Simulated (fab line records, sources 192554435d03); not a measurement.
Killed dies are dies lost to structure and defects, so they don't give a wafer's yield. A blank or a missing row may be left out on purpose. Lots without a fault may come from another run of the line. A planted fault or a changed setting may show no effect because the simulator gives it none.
fab line records | flow n5_finfet
record lots=6 wafers=18 last_day=16
route steps=1938 shown BEOL_M11@1554
lots that met no fault: from a run of the same line without faults
start_h: hours from the record's first day to the start of the lot's first wafer shown | wait_h: hours since the lot's step before | " the same as in the row above | L1.1+2: a row that stands for several wafers | - no value, or no start given | * or withheld: withheld | < > ~ a bound
route shown NAME@n: a module of which the file shows steps, and the number in the route of the first | usual: mean/standard deviation of fault-free wafers | same: alike in all rows | chamber/n: place in a boat | sites: the reading at each site | _std_site: their standard deviation | _edge_site: outer sites' mean less inner sites' | radius_mm: how far each site lies from the wafer's centre | mask NAME#n: copy n | behind: the tool/chamber that last shaped the wafer | hold: why the lot was held/for how many hours/how that ended | device: the transistor (n, p or np) that didn't switch | end of line: the same wafers' tests at the end of the route | a step without rows: its recipe alone | killed: dies lost to structure and defects at the first sort, not the wafer's yield | map: a wafer's dies, x killed, . not, _ none there
set.NAME: the setting as run; set.NAME@STEP: as run at that earlier step | model.NAME: the simulator's own value behind a step, which no gauge read
lots at some steps of the route; a table a step, a row a wafer
services: from which hour (start_h, from the record's first day; less than 0 if before it) a tool's chamber was out of use, for how many hours, and why
## steps
# step N5_BEOL_M11_ETCH_62
# recipe chemistry=N2/H2 target=SOC target_depth_a=1100 overetch_a=220 mask_material=SiARC temp_c=40 time_s=165 ion_energy_ev=200 pressure_mtorr=30 source_w=840 bias_w=150 n2_flow_sccm=200 h2_flow_sccm=200
# usual drypump_motor_current_A=5.6/0.39 n2_flow_sccm=200.0/0.55 oes_product_au=0.67/0.06 rf_vpp_V=524.4/2.3 showerhead_plenum_p_Torr=2.57/0.084 throttle_valve_pct=18.00/0.19
# columns lot.wafer tool chamber start_h wait_h drypump_motor_current_A n2_flow_sccm oes_product_au rf_hours_counter_h rf_vpp_V showerhead_plenum_p_Torr throttle_valve_pct
L309.1 rie_diel-02 1 252.33 0.0 6.1 199.5 0.72 64 526.6 2.58 18.15
L309.5 " 2 " " 5.8 199.7 0.62 - 527.9 2.64 17.88
L309.6 " 1 " " 6.0 200.0 0.71 - 524.0 2.58 18.15
L310.1 rie_diel-02 1 275.19 0.0 6.0 200.0 0.71 70 524.9 2.58 18.17
L310.2 " 2 " " 5.7 199.9 0.62 180 528.4 2.64 17.91
L310.5 " 1 " " 6.0 199.9 0.71 - 524.3 2.58 18.17
L316.3 rie_diel-04 0 308.55 0.0 5.5 201.2 0.61 230 526.1 2.62 17.73
L316.4 " 2 " " 5.0 200.0 0.72 47 524.5 2.58 17.85
L316.6 " 3 " " 5.4 199.4 0.80 - 523.5 2.51 17.88
L319.2 rie_diel-02 1 320.12 0.0 6.0 200.0 0.70 85 526.4 2.57 18.20
L319.3 " 0 " " 5.6 200.1 0.63 145 522.7 2.56 18.09
L319.4 " 2 " " 5.8 200.1 0.61 196 527.2 2.64 17.93
L321.1 rie_diel-04 0 338.58 0.0 5.5 199.3 0.60 240 526.3 2.62 17.76
L321.3 " 1 " " 5.0 200.4 0.62 187 527.2 2.62 17.92
L321.6 " 0 " " 5.5 199.5 0.60 - 525.4 2.62 17.76
L322.1 rie_diel-05 0 338.74 0.0 4.9 199.9 0.74 37 526.0 2.61 18.31
L322.3 " 1 " " 6.2 199.1 0.65 130 524.0 2.57 18.24
L322.5 " 3 " " 5.4 200.0 0.60 - 518.6 2.40 17.79
# step N5_BEOL_M11_STRIP_68
# recipe chemistry=N2/H2 temp_c=40 n2_flow_sccm=200 h2_flow_sccm=200 rf_frequency_hz=6e+07
# step N5_BEOL_M11_STRIP_67
# recipe chemistry=CF4 resist=SiARC power_w=300 bias_power_w=75 pressure_mtorr=50 cf4_flow_sccm=150 rf_frequency_hz=6e+07
# usual cf4_flow_sccm=149.9/0.44 drypump_motor_current_A=5.5/0.39 oes_product_au=0.79/0.071 rf_vpp_V=271.5/1.5 showerhead_plenum_p_Torr=1.81/0.054 throttle_valve_pct=13.70/0.12
# columns lot.wafer tool chamber start_h wait_h cf4_flow_sccm drypump_motor_current_A oes_product_au rf_hours_counter_h rf_vpp_V showerhead_plenum_p_Torr throttle_valve_pct
L309.1 rie_diel-02 1 252.47 0.0 149.7 6.0 0.85 65 273.2 1.81 13.74
L309.5 " 2 " " 150.2 5.7 0.73 - 273.4 1.85 13.64
L309.6 " 1 " " 149.4 6.0 0.85 - 272.3 1.81 13.76
L310.1 rie_diel-02 1 275.34 0.0 149.6 6.1 0.84 70 272.3 1.81 13.77
L310.2 " 2 " " 150.4 5.7 0.73 180 273.4 1.85 13.64
L310.5 " 1 " " 150.5 6.0 0.84 - 270.5 1.81 13.77
L316.3 rie_diel-04 0 308.70 0.0 149.3 5.5 0.72 230 271.9 1.86 13.63
L316.4 " 2 " " 150.3 5.0 0.85 47 271.3 1.82 13.65
L316.6 " 3 " " 150.0 5.4 0.94 - 270.2 1.76 13.48
L319.2 rie_diel-02 1 320.27 0.0 149.4 6.1 0.82 85 271.3 1.80 13.80
L319.3 " 0 " " 150.1 5.5 0.75 145 271.3 1.81 13.80
L319.4 " 2 " " 150.2 5.7 0.72 196 272.5 1.85 13.69
L321.1 rie_diel-04 0 338.73 0.0 149.9 5.5 0.70 240 273.1 1.85 13.68
L321.3 " 1 " " 149.7 5.0 0.73 187 272.4 1.87 13.80
L321.6 " 0 " " 149.1 5.5 0.70 - 274.4 1.85 13.66
L322.1 rie_diel-05 0 338.89 0.0 150.5 5.0 0.87 37 272.9 1.82 13.64
L322.3 " 1 " " 149.4 6.2 0.77 130 271.7 1.80 13.71
L322.5 " 3 " " 149.5 5.3 0.71 - 269.6 1.72 13.79
# step N5_BEOL_M11_HM_OPEN_17
# recipe chemistry=Cl2/BCl3 target_depth_a=200 overetch_a=60 target=TiN mask_material=SOC ion_energy_ev=150 pressure_mtorr=10 icp_w=1000 bias_w=126 Cl2_flow_sccm=53.25 bcl3_flow_sccm=21.75 Ar_flow_sccm=25
# usual drypump_motor_current_A=5.6/0.39 mfc_ar_sccm=25.01/0.075 oes_ar_750_au=0.84/0.12 oes_product_au=0.71/0.094 throttle_valve_pct=22.33/0.17
# columns lot.wafer tool chamber start_h wait_h drypump_motor_current_A mfc_ar_sccm oes_ar_750_au oes_product_au rf_hours_counter_h throttle_valve_pct
L309.1 rie_metal-01 0 252.51 0.0 6.0 25.13 0.91 0.75 13 22.48
L309.5 " 1 " " 5.1 24.98 0.90 0.74 - 22.43
L309.6 " 0 " " 6.0 25.07 0.91 0.76 - 22.46
L310.1 rie_metal-03 0 275.38 0.0 6.1 25.05 0.63 0.54 119 22.48
L310.2 " 0 " " 6.1 25.03 0.63 0.53 - 22.47
L310.5 " 0 " " 6.1 24.92 0.63 0.53 - 22.46
L316.3 rie_metal-01 0 308.83 0.1 6.1 25.05 0.90 0.74 - 22.48
L316.4 " 1 " " 5.1 25.10 0.88 0.72 - 22.45
L316.6 " 0 " " 6.1 25.02 0.89 0.73 - 22.47
L319.2 rie_metal-03 0 320.31 0.0 6.1 25.02 0.98 0.84 0 22.26
L319.3 " 1 " " 5.3 25.06 0.95 0.79 - 21.99
L319.4 " 0 " " 6.1 25.02 0.99 0.84 - 22.28
L321.1 rie_metal-01 0 338.77 0.0 6.1 25.03 0.87 0.72 21 22.48
L321.3 " 1 " " 5.1 24.99 0.87 0.71 - 22.46
L321.6 " 1 " " 5.1 25.01 0.86 0.71 - 22.45
L322.1 rie_metal-01 0 338.93 0.0 6.1 24.95 0.89 0.71 21 22.49
L322.3 " 1 " " 5.1 24.91 0.87 0.69 - 22.46
L322.5 " 1 " " 5.1 24.99 0.87 0.70 - 22.47
# step N5_BEOL_M11_STRIP_19
# recipe chemistry=O2 power_w=400 temp_c=40 pressure_mtorr=30 rf_frequency_hz=6e+07 bias_power_w=0 overash_fraction=0.2 o2_flow_sccm=225
# usual drypump_motor_current_A=5.5/0.42 oes_product_au=0.79/0.079 rf_vpp_V=3.7/0.54 showerhead_plenum_p_Torr=2.11/0.066 throttle_valve_pct=16.79/0.13
# same overash_fraction=0.2
# columns lot.wafer tool chamber start_h wait_h drypump_motor_current_A oes_product_au rf_hours_counter_h rf_vpp_V showerhead_plenum_p_Torr throttle_valve_pct
L309.1 rie_diel-05 3 252.62 0.1 5.4 0.72 198 3.7 1.99 16.68
L309.5 " 1 " " 6.2 0.80 - 4.1 2.10 16.70
L309.6 " 2 " " 5.7 0.73 - 4.0 2.01 17.00
L310.1 rie_diel-05 2 275.58 0.2 5.7 0.72 185 3.5 2.00 17.01
L310.2 " 1 " " 6.2 0.78 112 2.9 2.09 16.70
L310.5 " 2 " " 5.7 0.72 - 3.5 2.01 17.01
L316.3 rie_diel-05 3 308.91 0.1 5.3 0.72 210 4.1 1.99 16.73
L316.4 " 2 " " 5.7 0.72 194 3.3 2.00 17.02
L316.6 " 3 " " 5.4 0.72 - 2.5 1.99 16.72
L319.2 rie_diel-02 0 320.43 0.1 5.6 0.76 145 3.8 2.10 16.83
L319.3 " 1 " " 6.0 0.83 85 4.6 2.10 16.88
L319.4 " 2 " " 5.7 0.72 196 3.1 2.17 16.78
L321.1 rie_diel-02 2 338.88 0.1 5.7 0.72 202 2.9 2.17 16.80
L321.3 " 1 " " 6.0 0.83 90 4.0 2.10 16.88
L321.6 " 0 " " 5.6 0.75 - 3.5 2.10 16.85
L322.1 rie_diel-02 3 339.04 0.1 5.8 0.85 56 4.2 2.20 16.50
L322.3 " 2 " " 5.7 0.71 202 3.4 2.17 16.81
L322.5 " 0 " " 5.6 0.75 - 5.4 2.10 16.84
# step N5_BEOL_M11_CD_MEAS_18
# recipe pitch_nm=140 target_cd_nm=70
# usual cd_nm=70.1/0.65
# columns lot.wafer tool chamber start_h wait_h cd_nm
L309.1 cd_sem-02 - 252.69 0.0 70.7
L309.5 " - " " 70.2
L309.6 " - " " 69.7
L310.1 cd_sem-03 - 275.66 0.1 69.7
L310.2 " - " " 70.7
L310.5 " - " " 70.3
L316.3 cd_sem-01 - 308.98 0.1 70.5
L316.4 " - " " 70.1
L316.6 " - " " 71.0
L319.2 cd_sem-02 - 320.50 0.1 70.8
L319.3 " - " " 70.4
L319.4 " - " " 69.9
L321.1 cd_sem-03 - 338.96 0.1 70.0
L321.3 " - " " 69.3
L321.6 " - " " 70.0
L322.1 cd_sem-03 - 339.11 0.0 70.3
L322.3 " - " " 69.4
L322.5 " - " " 70.0
# step N5_BEOL_M11_COAT_63
# recipe resist=SOC temp_c=250 time_s=60 spin_rpm=1500 resist_thk_nm=100
# step N5_BEOL_M11_COAT_64
# recipe resist=SiARC temp_c=220 time_s=60 spin_rpm=1500 resist_thk_nm=30
# step N5_BEOL_M11_COAT_22
# recipe resist=CAR-ArF spin_rpm=1500 resist_thk_nm=90
# step N5_BEOL_M11_EBR_24
# recipe solvent=PGMEA ebr_width_mm=1.5
# step N5_BEOL_M11_SOFTBAKE_23
# recipe temp_c=110 time_s=60 resist=CAR-ArF
# step N5_BEOL_M11_EXPOSE_25
# recipe mask_id=V10 na=1.35 source_shape=annular sigma_inner=0.5 sigma_outer=0.8 polarization=unpolarized dose_mj=85.5
# step N5_BEOL_M11_PEB_26
# recipe peb_temp_c=withheld peb_time_s=60 resist=CAR-ArF
# usual chill_plate_temp_C=23.00/0.11 exhaust_pa=45.1/0.88
# columns lot.wafer tool chamber start_h wait_h chill_plate_temp_C exhaust_pa
L309.1 litho_track-02 - 263.45 0.1 - -
L309.5 " - " " - -
L309.6 " - " " - -
L310.1 litho_track-04 - 276.56 0.1 - -
L310.2 " - " " - -
L310.5 " - " " - -
L316.3 litho_track-02 0 310.21 0.0 23.01 45.2
L316.4 " 0 " " 22.82 45.1
L316.6 " 0 " " 22.86 45.8
L319.2 litho_track-04 0 324.18 0.1 22.87 43.4
L319.3 " 0 " " 23.01 46.7
L319.4 " 0 " " 23.02 45.2
L321.1 litho_track-02 0 340.01 0.1 22.81 47.0
L321.3 " 0 " " 22.97 47.2
L321.6 " 0 " " 22.75 45.8
L322.1 litho_track-04 0 340.18 0.1 23.00 44.5
L322.3 " 0 " " 22.75 45.3
L322.5 " 0 " " 22.95 44.7
# step N5_BEOL_M11_DEVELOP_27
# recipe develop_time_s=30 developer=TMAH resist=CAR-ArF rinse_liquid=diw dry=air_spin dev_temp_c=23
## services
# columns tool chamber start_h hours kind
rie_diel-05 1 230.47 5.5 repair
rie_diel-02 1 230.65 2.4 repair
rie_diel-04 3 248.14 - clean
rie_diel-04 3 248.14 - consumable_replace:focus_ring
rie_diel-04 3 248.14 17.8 scheduled_down
rie_diel-04 3 248.14 17.8 vent_cycle
rie_diel-05 3 263.47 13.5 repair
rie_metal-03 1 264.77 - clean
rie_metal-03 1 264.77 18.7 scheduled_down
rie_metal-03 1 264.77 18.7 vent_cycle
rie_metal-03 - 270.28 0.5 repair
rie_metal-03 0 288.88 - clean
rie_metal-03 0 288.88 26.8 scheduled_down
rie_metal-03 0 288.88 26.8 vent_cycle
rie_diel-02 3 294.20 9.6 repair
rie_metal-01 - 314.71 0.2 repair
rie_diel-04 3 330.35 22.4 repair
## key
first_sign step=N5_BEOL_M11_PEB_26 reading=tool_record direction=missing
effect none on later readings
met_at N5_BEOL_M11_PEB_26
struck_wafers L309.1,L309.5,L309.6,L310.1,L310.2,L310.5
later_rows_left_out L309.1,L309.5,L309.6,L310.1,L310.2,L310.5
sort_left_out L309.1,L309.5,L309.6,L310.1,L310.2,L310.5
fault kind=skipped_step_whole tool=litho_track-01,litho_track-02,litho_track-04 chamber=- onset_h=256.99 steps=N5_BEOL_M11_PEB_26 scope=struck_lots_only
# sort_left_out: the simulated sort isn't trusted on such a fault, so these wafers' sort isn't shown, and their yield isn't known
# later_rows_left_out: the simulator's readings of these wafers behind a module that went badly wrong aren't trusted and aren't shown, but for the sort
